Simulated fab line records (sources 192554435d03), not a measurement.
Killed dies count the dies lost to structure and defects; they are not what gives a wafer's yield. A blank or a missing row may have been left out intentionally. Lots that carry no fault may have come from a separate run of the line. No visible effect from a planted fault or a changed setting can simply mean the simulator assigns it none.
Split-lot experiment | flow n5Finfet | 7 lots, 39 wafers read, on a route of 1938 steps

## THE SPLIT
At N5_BEOL_M8_TRENCH_ETCH_37 (etches SiCOH lowk in C4F6/O2, target depth 93.478 nm, time 31.2 s), the setting targetDepthA was moved away from the recipe's 934.78 angstrom on 18 of the 39 wafers read, by -39.8% to +58.1%. For the rest of the wafers, this setting stayed at what the recipe calls for.

## FROM THE SPLIT TO THE READING: what the file shows between them, 8 steps
- N5_BEOL_M8_ETCH_41: etches SiCN in CH3F/O2, target depth 31.9 nm, time 57.8 s
- N5_BEOL_M8_STRIP_80: strips in N2/H2, time 10 s
- N5_BEOL_M8_OCD_MEAS_38
- N5_BEOL_M8_HM_STRIP_39: strips TiN in peroxide tin strip, target depth 25 nm, time 158 s
- N5_BEOL_M8_SRD_40: time 30 s
- N5_BEOL_M8_ECD_50: material Cu, target thk 300 nm
- N5_BEOL_M8_ANNEAL_51: time 90 s
- N5_BEOL_M8_CMP_52: polishes, stops on SiCOH lowk, t overpolish 6.9 s, target thk 80 nm

## THE READING
M8_THK, in nm, at N5_BEOL_M8_THK_MEAS_53 (measures by xrf). On this fab line, fault-free wafers typically give 80.7 nm with a standard deviation of 2.2 nm.

wafer  | tool, chamber at the split | targetDepthA as run, angstrom | against the recipe | M8_THK, nm | against lot-mates on the recipe
L079.1 | rieDiel-03, 2              | 563                           | -39.8%             | 43.1       | -36.3
L079.2 | rieDiel-03, 0              | 563                           | -39.8%             | 41.7       | -37.7
L079.3 | rieDiel-03, 3              | 563                           | -39.8%             | 42.5       | -36.9
L079.4 | rieDiel-03, 3              | 934.78                        | recipe             | 79.8       | -
L079.5 | rieDiel-03, 2              | 934.78                        | recipe             | 77.8       | -
L079.6 | rieDiel-03, 0              | 934.78                        | recipe             | 80.5       | -
L081.1 | rieDiel-01, 2              | 934.78                        | recipe             | 77.7       | -
L081.2 | rieDiel-01, 0              | 1195                          | +27.8%             | 107.1      | +26.4
L081.3 | rieDiel-01, 3              | 934.78                        | recipe             | 82.5       | -
L081.4 | rieDiel-01, 1              | 934.78                        | recipe             | 82.0       | -
L081.5 | rieDiel-01, 0              | 1195                          | +27.8%             | 105.1      | +24.4
L081.6 | rieDiel-01, 3              | 1195                          | +27.8%             | 108.3      | +27.6
L080.1 | rieDiel-03, 1              | 934.78                        | recipe             | 79.0       | -
L080.2 | rieDiel-03, 0              | 934.78                        | recipe             | 78.8       | -
L080.3 | rieDiel-03, 2              | 694                           | -25.8%             | 54.1       | -24.7
L080.4 | rieDiel-03, 3              | 934.78                        | recipe             | 78.7       | -
L080.5 | rieDiel-03, 1              | 694                           | -25.8%             | 55.5       | -23.3
L080.6 | rieDiel-03, 2              | 694                           | -25.8%             | 53.9       | -24.9
L086.1 | rieDiel-06, 1              | 934.78                        | recipe             | 80.0       | -
L086.2 | rieDiel-06, 3              | 934.78                        | recipe             | 78.4       | -
L086.3 | rieDiel-06, 0              | 1478                          | +58.1%             | 134.2      | +54.6
L086.4 | rieDiel-06, 2              | 934.78                        | recipe             | 80.3       | -
L086.5 | rieDiel-06, 3              | 1478                          | +58.1%             | 132.4      | +52.8
L086.6 | rieDiel-06, 0              | 1478                          | +58.1%             | 133.2      | +53.6
L091.1 | rieDiel-01, 2              | 628.9                         | -32.7%             | 46.7       | -34.1
L091.2 | rieDiel-01, 1              | 628.9                         | -32.7%             | 48.3       | -32.5
L091.3 | rieDiel-01, 3              | 934.78                        | recipe             | 82.7       | -
L091.4 | rieDiel-01, 2              | 628.9                         | -32.7%             | 48.2       | -32.6
L091.5 | rieDiel-01, 3              | 934.78                        | recipe             | 80.7       | -
L091.6 | rieDiel-01, 1              | 934.78                        | recipe             | 79.1       | -
L093.1 | rieDiel-06, 0              | 934.78                        | recipe             | 80.2       | -
L093.5 | rieDiel-06, 2              | 934.78                        | recipe             | 83.4       | -
L093.6 | rieDiel-06, 3              | 934.78                        | recipe             | 78.9       | -
L096.1 | rieDiel-01, 1              | 651.1                         | -30.3%             | 57.5       | -26.2
L096.2 | rieDiel-01, 0              | 934.78                        | recipe             | 87.7       | -
L096.3 | rieDiel-01, 3              | 934.78                        | recipe             | 83.8       | -
L096.4 | rieDiel-01, 2              | 934.78                        | recipe             | 79.5       | -
L096.5 | rieDiel-01, 1              | 651.1                         | -30.3%             | 53.6       | -30.1
L096.6 | rieDiel-01, 0              | 651.1                         | -30.3%             | 55.7       | -28.0

FIT RESULTS
A straight line over all 39 wafers: M8_THK changes by +0.93 nm for each +1% of targetDepthA; r = +1.00; the points scatter about the line by 2.4 nm.
The same after taking each lot's own level away (the mean of its wafers on the recipe; 39 wafers): +0.938 nm for each +1%; r = +1.00; scatter 1.7 nm.
Per that fit: largest targetDepthA move, reading shift of 55 nm.
The lots' own levels span 78.83 to 83.67 nm, that is 2.2 times the standard deviation above.
Hence the lot-to-lot level has little effect on the slope; both slopes agree.
Check: +54.2 nm against its lot-mates is what the line predicts for one of the wafers moved furthest among these (+58.1%) when that wafer is left out of the fit. Against them it came out at +54.6 nm.

## THE WHOLE CHAIN: every reading that the file lists as answering this split, in the file's order
step                      | what it does                                                        | reading                                                                         | change (the file's fit)                                                              | r (the file's)
N5_BEOL_M8_TRENCH_ETCH_37 | etches SiCOH lowk in C4F6/O2, target depth 93.478 nm, time 31.2 s   | etch.depthNm (the simulator's own value, which no gauge read)                   | +0.924 nm for each +1% of the setting                                                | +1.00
N5_BEOL_M8_TRENCH_ETCH_37 | etches SiCOH lowk in C4F6/O2, target depth 93.478 nm, time 31.2 s   | BEOL_M8.featureDepthNm (the simulator's own value, which no gauge read)         | +0.924 nm for each +1% of the setting                                                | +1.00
N5_BEOL_M8_TRENCH_ETCH_37 | etches SiCOH lowk in C4F6/O2, target depth 93.478 nm, time 31.2 s   | TiN_of_BEOL_M8_HM_DEP_02.thkNm (the simulator's own value, which no gauge read) | -0.028 nm for each +1% of the setting                                                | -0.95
N5_BEOL_M8_OCD_MEAS_38    |                                                                     | trenchDepthNm                                                                   | +0.928 nm for each +1% of the setting                                                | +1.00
N5_BEOL_M8_CMP_52         | polishes, stops on SiCOH lowk, t overpolish 6.9 s, target thk 80 nm | Cu_of_BEOL_M8_ECD_50.thkNm (the simulator's own value, which no gauge read)     | +0.924 nm for each +1% of the setting                                                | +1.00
N5_BEOL_M8_THK_MEAS_53    | measures by xrf                                                     | M8_THK                                                                          | +0.939 for each +1% of the setting                                                   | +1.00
N5_BEOL_M8_RS_MEAS_57     | measures by four-point-probe                                        | M8_RS                                                                           | not straight: 0.634 at the lowest setting, 0.288 at the recipe, 0.162 at the highest | not given

## THE FILE'S OWN FIT
M8_THK changes by +0.939 nm for each +1% of targetDepthA, r = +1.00.
